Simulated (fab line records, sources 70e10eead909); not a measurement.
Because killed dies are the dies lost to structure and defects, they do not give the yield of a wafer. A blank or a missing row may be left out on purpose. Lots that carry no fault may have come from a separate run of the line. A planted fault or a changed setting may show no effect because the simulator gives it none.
fab line records	flow nand-harc
record lots=13	wafers=39	last-day=34
route steps=1302 shown A_M1@1193 A_BONDPAD@1227 THIN_TSV@1291 END@1302
lots untouched by any fault: they come from a run of this same line in which no faults occurred
start-h: start of the lot's first displayed wafer, in hours after the record's first day	wait-h: hours since the lot's step before	" repeats the value in the row above	L1.1+2: several wafers, shown together as one row	- value missing, or start not given	* or withheld: withheld	< > ~ a bound
route shown NAME@n: NAME is a module with steps in the file, n the number in the route of the first one	usual: the fault-free wafers' mean and standard deviation	same: alike in all rows	chamber/n: place in a boat	sites: readings site by site	_std_site: their standard deviation	_edge_site: outer sites' mean less inner sites'	radius-mm: for every site, how far away it sits from the centre of the wafer	mask NAME#n: copy n	behind: the tool/chamber that last shaped the wafer	hold: cause of the lot's hold/its duration in hours/its outcome	device: names the non-switching transistor (n, p or np)	end of line: the same wafers' tests at the end of the route	a step with no rows: only its recipe	killed: at the first sort, the dies lost to defects and structure; wafer yield is something else	map: dies across one wafer; x = killed, . = not, _ = none there
set.NAME: the setting that was run; set.NAME@STEP: the one run at that earlier step	model.NAME: the simulator's own value behind a step, which no gauge read
the route's steps for a sample of lots (tables are steps, rows are wafers)
services: from which hour (start-h, from the record's first day; less than 0 if before it) a tool's chamber was out of use, for how many hours, and why
## steps
# step NHARC_A_M1_ECD_22
# recipe target-thk-a=4000	bath-temp-c=25	material=Cu
lot.wafer	tool	chamber	start-h	wait-h
L434.2+4+5	ecd-cu-01	1,1,0	532.31	-
L437.2+4+6	ecd-cu-01	1,0,1	551.69	-
L435.2+3+5	ecd-cu-01	0	553.47	-
L438.2+3+6	ecd-cu-02	0,0,1	563.04	-
L440.4+3+6	ecd-cu-02	0,1,1	589.16	-
L439.2+4+6	ecd-cu-01	1,0,1	602.81	-
L442.2+6+5	ecd-cu-02	0,1,0	611.89	-
L441.1+5+6	ecd-cu-02	0,0,1	612.98	-
L443.1+4+6	ecd-cu-02	1,0,0	617.29	-
L446.2+3+6	ecd-cu-02	1	638.46	-
L451.2+3+6	ecd-cu-01	1	710.43	-
L453.2+3+4	ecd-cu-01	0,1,0	724.25	-
L454.2+1+5	ecd-cu-01	1,0,1	760.95	-
# step NHARC_A_BONDPAD_PVD_17
# recipe target-thk-a=50	bias-v=168.6	power-w=15000	chamber-pressure-pa=0.12	time-s=8.06	substrate-temp-c=50	material=TaN
# usual throttle-valve-pct=29.9/1.2
lot.wafer	tool	chamber	start-h	wait-h	throttle-valve-pct
L434.2	pvd-sputter-03	-	-	-	29.8
L434.4	"	-	"	"	29.0
L434.5	"	-	"	"	29.3
L437.4	pvd-sputter-01	-	-	-	29.4
L437.2	"	-	"	"	28.8
L437.6	"	-	"	"	29.4
L435.3	pvd-sputter-02	-	-	-	31.9
L435.2	"	-	"	"	30.6
L435.5	"	-	"	"	30.7
L438.2	pvd-sputter-01	-	-	-	28.6
L438.3	"	-	"	"	29.6
L438.6	"	-	"	"	29.6
L440.4	pvd-sputter-01	-	-	-	30.1
L440.3	"	-	"	"	31.0
L440.6	"	-	"	"	28.6
L439.4	pvd-sputter-02	-	-	-	28.2
L439.2	"	-	"	"	31.8
L439.6	"	-	"	"	28.0
L442.2	pvd-sputter-03	-	-	-	29.2
L442.5	"	-	"	"	30.0
L442.6	"	-	"	"	28.9
L441.1	pvd-sputter-03	-	-	-	29.0
L441.6	"	-	"	"	28.9
L441.5	"	-	"	"	29.7
L443.1	pvd-sputter-01	-	-	-	28.6
L443.4	"	-	"	"	30.3
L443.6	"	-	"	"	28.4
L446.2	pvd-sputter-01	-	-	-	28.1
L446.3	"	-	"	"	28.5
L446.6	"	-	"	"	30.3
L451.2	pvd-sputter-03	-	-	-	28.9
L451.3	"	-	"	"	31.9
L451.6	"	-	"	"	28.9
L453.2	pvd-sputter-02	-	-	-	31.5
L453.4	"	-	"	"	30.9
L453.3	"	-	"	"	29.9
L454.1	pvd-sputter-02	-	-	-	29.8
L454.2	"	-	"	"	31.6
L454.5	"	-	"	"	31.5
# step NHARC_A_BONDPAD_ANNEAL_28
# recipe temp-c=225	time-s=90
# usual anneal-temp-c-max=225.83/0.27	wafer_temp_C_max=226.29/0.26
lot.wafer	tool	chamber	start-h	wait-h	anneal-temp-c-max	wafer_temp_C_max
L434.2	rtp-anneal-01	0	537.31	0.3	226.17	226.00
L434.4	"	0	"	"	225.78	226.12
L434.5	"	0	"	"	225.94	225.87
L437.2	rtp-anneal-01	0	556.81	-	225.93	226.23
L437.4	"	0	"	"	225.96	226.35
L437.6	"	0	"	"	226.07	225.94
L435.2	rtp-anneal-01	0	558.55	-	226.06	226.10
L435.3	"	0	"	"	225.99	226.28
L435.5	"	0	"	"	225.99	225.98
L438.2	rtp-anneal-01	0	567.91	-	226.58	226.61
L438.3	"	0	"	"	226.35	226.06
L438.6	"	0	"	"	226.75	226.18
L440.3	rtp-anneal-01	0	594.20	0.3	226.09	225.99
L440.4	"	0	"	"	225.61	225.91
L440.6	"	0	"	"	225.89	226.45
L439.2	rtp-anneal-01	0	607.96	-	225.69	226.18
L439.4	"	0	"	"	225.95	226.33
L439.6	"	0	"	"	225.88	226.38
L442.2	rtp-anneal-02	0	616.91	0.3	225.57	226.30
L442.5	"	0	"	"	225.78	226.59
L442.6	"	0	"	"	225.42	226.52
L441.1	rtp-anneal-02	0	618.14	-	225.41	226.36
L441.5	"	0	"	"	225.68	226.41
L441.6	"	0	"	"	225.92	226.42
L443.1	rtp-anneal-01	0	622.36	0.3	226.18	226.10
L443.4	"	0	"	"	225.72	225.89
L443.6	"	0	"	"	226.07	226.16
L446.2	rtp-anneal-02	0	644.53	-	225.71	226.63
L446.3	"	0	"	"	225.73	226.09
L446.6	"	0	"	"	225.56	226.61
L451.2	rtp-anneal-01	0	715.46	0.3	225.92	226.46
L451.3	"	0	"	"	225.60	226.21
L451.6	"	0	"	"	225.92	226.33
L453.2	rtp-anneal-02	0	729.19	0.4	225.80	226.48
L453.3	"	0	"	"	225.57	226.36
L453.4	"	0	"	"	225.51	225.90
L454.1	rtp-anneal-02	0	765.93	0.3	225.42	226.83
L454.2	"	0	"	"	225.60	226.44
L454.5	"	0	"	"	225.51	226.17
# step NHARC_THIN_TSV_CD_MEAS_33
# recipe target-cd-nm=5000	landing-energy-ev=500
# usual cd-nm=4999.2/1.8
lot.wafer	tool	chamber	start-h	wait-h	cd-nm
L434.2	cd-sem-01	0	556.77	-	5000.3
L434.4	"	0	"	"	4998.8
L434.5	"	0	"	"	4997.6
L437.2	cd-sem-02	0	576.21	-	4998.4
L437.4	"	0	"	"	4998.9
L437.6	"	0	"	"	5000.1
L435.2	cd-sem-01	0	577.59	-	5000.0
L435.3	"	0	"	"	4997.7
L435.5	"	0	"	"	4997.9
L438.2	cd-sem-02	0	588.41	-	4999.1
L438.3	"	0	"	"	4997.9
L438.6	"	0	"	"	4998.2
L440.3	cd-sem-01	0	613.29	-	4996.7
L440.4	"	0	"	"	4996.8
L440.6	"	0	"	"	4999.7
L439.2	cd-sem-03	0	626.97	-	4999.7
L439.4	"	0	"	"	4995.8
L439.6	"	0	"	"	5001.4
L441.1	cd-sem-03	0	638.08	-	5003.2
L441.5	"	0	"	"	4999.2
L441.6	"	0	"	"	5001.0
L442.2	cd-sem-03	0	639.53	-	5003.3
L442.5	"	0	"	"	5000.4
L442.6	"	0	"	"	5000.7
L443.1	cd-sem-02	0	641.14	-	5001.8
L443.4	"	0	"	"	5002.1
L443.6	"	0	"	"	4999.3
L446.2	cd-sem-02	0	664.73	-	5001.3
L446.3	"	0	"	"	4996.3
L446.6	"	0	"	"	4997.1
L451.2	cd-sem-01	0	733.74	-	4999.9
L451.3	"	0	"	"	4998.7
L451.6	"	0	"	"	5000.5
L453.2	cd-sem-01	0	752.66	-	4998.9
L453.3	"	0	"	"	4998.0
L453.4	"	0	"	"	4999.5
L454.1	cd-sem-03	0	785.99	-	5001.7
L454.2	"	0	"	"	5000.1
L454.5	"	0	"	"	4999.2
# step NHARC_END_SORT_01
# recipe temp-c=25
# usual defect-limited-yield=91.5/2.4	killed-at-array=52/17	killed-at-other=0.9/1.2	killed-at-periphery=3.9/2.7	killed-dies=57/16	killed-open=3.3/1.9	killed-short=2.5/1.5	sort_bin_2_pct=3.0/1.2	sort_bin_3_pct=0.6/0.34	sort_bin_4_pct=4.8/1.3	sort-n-pass=620/16	sort-rim-yield-pct=89/4.3	sort-yield-pct=91.5/2.4
# same gross-dies=677	sort_bin_5_pct[%]=0	sort_bin_6_pct[%]=0	sort_bin_7_pct[%]=0	sort_bin_8_pct[%]=0	sort-rim-n-gross=106.00
lot.wafer	tool	chamber	start-h	wait-h	defect-limited-yield[%]	killed-at-array	killed-at-other	killed-at-periphery	killed-dies	killed-open	killed-short	sort_bin_2_pct[%]	sort_bin_3_pct[%]	sort_bin_4_pct[%]	sort-n-pass	sort-rim-yield-pct[%]	sort-yield-pct[%]
L438.2	prober-01	0	598.20	2.8	92.6	50	0	0	50	2	1	3.0	0.3	4.1	627	94	92.6
L438.3	prober-01	0	599.00	3.1	89.5	66	0	5	71	4	6	3.8	1.0	5.6	606	92	89.5
L438.6	prober-01	0	601.39	4.0	89.5	68	2	1	71	2	4	4.7	0.3	5.5	606	84	89.5
L440.3	prober-02	0	623.84	3.1	88.3	76	0	3	79	1	3	4.6	1.5	5.6	598	94	88.3
L440.4	prober-02	0	624.64	3.4	89.4	71	0	1	72	2	1	3.8	0.7	6.1	605	92	89.4
L440.6	prober-02	0	626.24	4.0	89.4	71	0	1	72	3	6	4.7	1.0	4.9	605	92	89.4
L441.6	prober-01	0	651.12	4.0	90.5	58	1	5	64	3	3	3.0	1.2	5.3	613	85	90.5
L443.1	prober-02	0	654.81	2.5	52.1	316	3	5	324	2	2	16.4	3.8	27.6	353	52	52.1
L443.4	prober-02	0	657.23	3.4	91.9	48	2	5	55	4	1	3.4	0.9	3.8	622	90	91.9
L443.6	prober-02	0	658.83	4.0	90.8	55	2	5	62	3	2	3.2	1.0	4.9	615	92	90.8
L446.2	prober-02	0	678.29	2.8	54.1	303	0	8	311	1	2	16.5	3.2	26.1	366	55	54.1
L446.3	prober-02	0	679.09	3.1	51.1	324	1	6	331	1	2	17.9	3.8	27.2	346	51	51.1
L446.6	prober-02	0	681.48	4.0	52.0	318	3	4	325	5	1	16.0	3.0	29.1	352	49	52.0
# killed by level:class
L438.2 A_CHANNEL_HOLE_D2:chamber-film-flake=32 A_SLIT:chamber-film-flake=9 A_CHANNEL_FILL_D2:chamber-film-flake=2 A_DECK1_JOINT:geometric-particle:open=1 A_BLC:geometric-particle:short=1 A_M1:geometric-particle:open=1 A_ZERO_WELL:chamber-film-flake=1 A_STAIRCASE:chamber-film-flake=1
L438.3 A_CHANNEL_HOLE_D2:chamber-film-flake=31 A_SLIT:chamber-film-flake=28 A_WL_FILL:geometric-particle:short=3 P_M0:geometric-particle:open=2 P_GATE:geometric-particle:short=1 P_M1:geometric-particle:short=1 A_CHANNEL_HOLE_D1:geometric-particle:open=1 A_BLC:geometric-particle:short=1
L438.6 A_SLIT:chamber-film-flake=31 A_CHANNEL_HOLE_D2:chamber-film-flake=27 STARTING-WAFER:geometric-particle:short=2 A_CHANNEL_HOLE_D1:chamber-film-flake=2 A_CONTACT:chamber-film-flake=2 P_M0:geometric-particle:short=1 A_DECK1_JOINT:geometric-particle:open=1 A_DECK1_JOINT:geometric-particle:short=1
L440.3 A_CHANNEL_HOLE_D2:chamber-film-flake=33 A_CHANNEL_HOLE_D1:chamber-film-flake=30 A_CONTACT:chamber-film-flake=4 P_CONTACT:chamber-film-flake=2 A_SGD_CUT:chamber-film-flake=2 A_ONON_D1:geometric-particle:short=1 A_CHANNEL_HOLE_D1:geometric-particle:short=1 A_CHANNEL_FILL_D1:geometric-particle:short=1
L440.4 A_CHANNEL_HOLE_D2:chamber-film-flake=31 A_CHANNEL_HOLE_D1:chamber-film-flake=29 A_CONTACT:chamber-film-flake=5 A_SGD_CUT:chamber-film-flake=3 P_GATE:geometric-particle:short=1 A_CHANNEL_FILL_D1:geometric-particle:open=1 A_DECK1_JOINT:geometric-particle:open=1 A_STAIRCASE:chamber-film-flake=1
L440.6 A_CHANNEL_HOLE_D1:chamber-film-flake=30 A_CHANNEL_HOLE_D2:chamber-film-flake=28 A_CHANNEL_FILL_D1:geometric-particle:short=3 A_SGD_CUT:chamber-film-flake=3 A_DECK1_JOINT:geometric-particle:short=2 A_ONON_D1:geometric-particle:open=1 A_ONON_D2:geometric-particle:open=1 A_CHANNEL_HOLE_D2:geometric-particle:short=1
L441.6 A_CHANNEL_HOLE_D1:chamber-film-flake=32 A_CHANNEL_HOLE_D2:chamber-film-flake=11 A_CONTACT:chamber-film-flake=5 A_CHANNEL_FILL_D1:chamber-film-flake=2 A_CHANNEL_FILL_D2:chamber-film-flake=2 A_STAIRCASE:chamber-film-flake=2 P_CONTACT:geometric-particle:short=1 P_CONTACT:geometric-particle:open=1
L443.1 A_M1:unspecified=272 A_CHANNEL_HOLE_D1:chamber-film-flake=27 A_CONTACT:chamber-film-flake=9 A_CHANNEL_HOLE_D2:chamber-film-flake=4 THIN_TSV:chamber-film-flake=3 P_CONTACT:geometric-particle:open=2 P_STI:chamber-film-flake=2 A_SLIT:chamber-film-flake=2
L443.4 A_CHANNEL_HOLE_D1:chamber-film-flake=30 A_CHANNEL_HOLE_D2:chamber-film-flake=7 A_CONTACT:chamber-film-flake=7 P_STI:chamber-film-flake=3 THIN_TSV:chamber-film-flake=2 P_GATE:geometric-particle:open=1 P_CONTACT:geometric-particle:open=1 A_ONON_D1:geometric-particle:open=1
L443.6 A_CHANNEL_HOLE_D1:chamber-film-flake=29 A_CHANNEL_HOLE_D2:chamber-film-flake=12 A_CONTACT:chamber-film-flake=6 P_STI:chamber-film-flake=4 A_CHANNEL_FILL_D1:chamber-film-flake=2 THIN_TSV:chamber-film-flake=2 A_ONON_D1:geometric-particle:open=1 A_DECK1_JOINT:geometric-particle:short=1
L446.2 A_M1:unspecified=282 A_SLIT:chamber-film-flake=10 P_GATE:chamber-film-flake=4 A_CHANNEL_HOLE_D1:chamber-film-flake=3 A_CHANNEL_FILL_D1:geometric-particle:short=2 P_CONTACT:chamber-film-flake=2 A_STAIRCASE:chamber-film-flake=2 P_CONTACT:geometric-particle:open=1
L446.3 A_M1:unspecified=298 A_SLIT:chamber-film-flake=14 P_CONTACT:chamber-film-flake=4 A_M1:chamber-film-flake=3 A_ZERO_WELL:chamber-film-flake=2 A_DECK1_JOINT:chamber-film-flake=2 P_M0:geometric-particle:short=1 A_DECK1_JOINT:geometric-particle:short=1
L446.6 A_M1:unspecified=289 A_SLIT:chamber-film-flake=8 A_CHANNEL_HOLE_D1:chamber-film-flake=6 A_CONTACT:chamber-film-flake=6 P_CONTACT:chamber-film-flake=3 THIN_TSV:chamber-film-flake=3 A_STAIRCASE:chamber-film-flake=2 A_SOURCE_PLATE:geometric-particle:open=1
## services
tool	chamber	start-h	hours	kind
ecd-cu-01	-	511.67	3.5	repair
ecd-cu-01	-	515.20	8.0	pm
pvd-sputter-03	-	526.02	10.0	pm
pvd-sputter-01	-	548.25	1.6	repair
ecd-cu-01	-	563.02	5.0	repair
pvd-sputter-01	-	582.05	10.0	pm
ecd-cu-02	-	596.53	8.0	pm
pvd-sputter-03	-	601.00	10.4	repair
pvd-sputter-01	-	607.20	8.5	repair
pvd-sputter-02	-	620.71	2.6	repair
ecd-cu-01	-	621.69	0.2	repair
pvd-sputter-02	-	628.47	4.1	repair
pvd-sputter-02	-	638.03	10.0	pm
ecd-cu-01	-	691.20	8.0	pm
pvd-sputter-03	-	704.02	10.0	pm
ecd-cu-01	-	732.35	1.6	repair
pvd-sputter-01	-	743.73	3.5	repair
rtp-anneal-02	-	744.00	12.0	pm
pvd-sputter-01	-	760.05	10.0	pm
## key
first-sign step=NHARC_END_SORT_01	reading=killed-dies	direction=up	sigmas=16	usual=57	struck=323
effect step=NHARC_END_SORT_01	reading=defect-limited-yield	direction=down	sigmas=16	usual=91.5	struck=52.3
more-kills-born-at NHARC_A_M1_ECD_22@ecd-cu-02=1141
met-at NHARC_A_M1_ECD_22
struck-lots L443,L446
struck-wafers L443.1,L446.2,L446.3,L446.6
not-acting-at NHARC_A_BONDPAD_PVD_17,NHARC_A_BONDPAD_ANNEAL_28,NHARC_THIN_TSV_CD_MEAS_33
onset-between 612.98 617.29
fault kind=chamber-particle-source	tool=ecd-cu-02	chamber=1	onset-h=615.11	steps=NHARC_A_M1_ECD_22	rate-per-visit-cm2=0.59876
